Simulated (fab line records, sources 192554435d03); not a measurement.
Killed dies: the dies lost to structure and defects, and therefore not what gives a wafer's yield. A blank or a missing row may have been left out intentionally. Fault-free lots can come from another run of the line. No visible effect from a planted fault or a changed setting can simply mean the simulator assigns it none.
Chamber matching / flow n5_finfet / rie_diel-03 running N5_SD_EPI_N_ETCH_35: 4 sister chambers
The step etches SOC in N2/H2, overetch 108 nm, time 486 s. 8 wafers are shown with their chamber, then 11 later ones without.

## EACH WAFER AND ITS CHAMBER
wafer=L082.1; chamber=0; throttle_valve_pct (%)=24.15; drypump_motor_current_A (A)=5.7
wafer=L082.2; chamber=1; throttle_valve_pct (%)=24.26; drypump_motor_current_A (A)=6.5
wafer=L082.5; chamber=3; throttle_valve_pct (%)=23.64; drypump_motor_current_A (A)=6.3
wafer=L082.6; chamber=2; throttle_valve_pct (%)=24.31; drypump_motor_current_A (A)=5.4
wafer=L085.2; chamber=1; throttle_valve_pct (%)=24.25; drypump_motor_current_A (A)=6.5
wafer=L085.3; chamber=2; throttle_valve_pct (%)=24.34; drypump_motor_current_A (A)=5.5
wafer=L085.4; chamber=3; throttle_valve_pct (%)=23.65; drypump_motor_current_A (A)=6.3
wafer=L088.1; chamber=0; throttle_valve_pct (%)=24.18; drypump_motor_current_A (A)=5.7

## WAFERS WITHOUT THEIR CHAMBER
wafer=L088.3; throttle_valve_pct (%)=23.65; drypump_motor_current_A (A)=6.4
wafer=L088.5; throttle_valve_pct (%)=24.33; drypump_motor_current_A (A)=5.5
wafer=L094.2; throttle_valve_pct (%)=24.36; drypump_motor_current_A (A)=5.5
wafer=L094.3; throttle_valve_pct (%)=24.19; drypump_motor_current_A (A)=5.8
wafer=L094.4; throttle_valve_pct (%)=23.68; drypump_motor_current_A (A)=6.3
wafer=L095.1; throttle_valve_pct (%)=23.97; drypump_motor_current_A (A)=6.5
wafer=L095.3; throttle_valve_pct (%)=24.20; drypump_motor_current_A (A)=5.7
wafer=L095.5; throttle_valve_pct (%)=23.97; drypump_motor_current_A (A)=6.5
wafer=L096.1; throttle_valve_pct (%)=24.37; drypump_motor_current_A (A)=5.4
wafer=L096.3; throttle_valve_pct (%)=24.20; drypump_motor_current_A (A)=5.8
wafer=L096.5; throttle_valve_pct (%)=23.69; drypump_motor_current_A (A)=6.4

## WHICH CHAMBER EACH ONE RAN IN
wafer=L088.3; from the rows above=3; in truth=3
wafer=L088.5; from the rows above=2; in truth=2
wafer=L094.2; from the rows above=2; in truth=2
wafer=L094.3; from the rows above=0; in truth=0
wafer=L094.4; from the rows above=3; in truth=3
wafer=L095.1; from the rows above=1; in truth=1
wafer=L095.3; from the rows above=0; in truth=0
wafer=L095.5; from the rows above=1; in truth=1
wafer=L096.1; from the rows above=2; in truth=2
wafer=L096.3; from the rows above=0; in truth=0
wafer=L096.5; from the rows above=3; in truth=3
Correct placement for 11 of the 11. Left unplaced by these rows: 0. Number placed wrongly: 0.
How it was worked out, from the rows above alone: a wafer's distance from a chamber is the root of the sum, over the readings, of the square of ((its reading less the chamber's mean) divided by the reading's scatter). If the next closest chamber is less than 2 further off than the closest, the wafer can't be placed; otherwise it belongs to the closest. Each chamber's mean is taken over the wafers shown for it. The scatter is the square root of a quotient: the sum, over the shown wafers, of each reading's squared deviation from its chamber's mean, divided by wafers minus chambers.
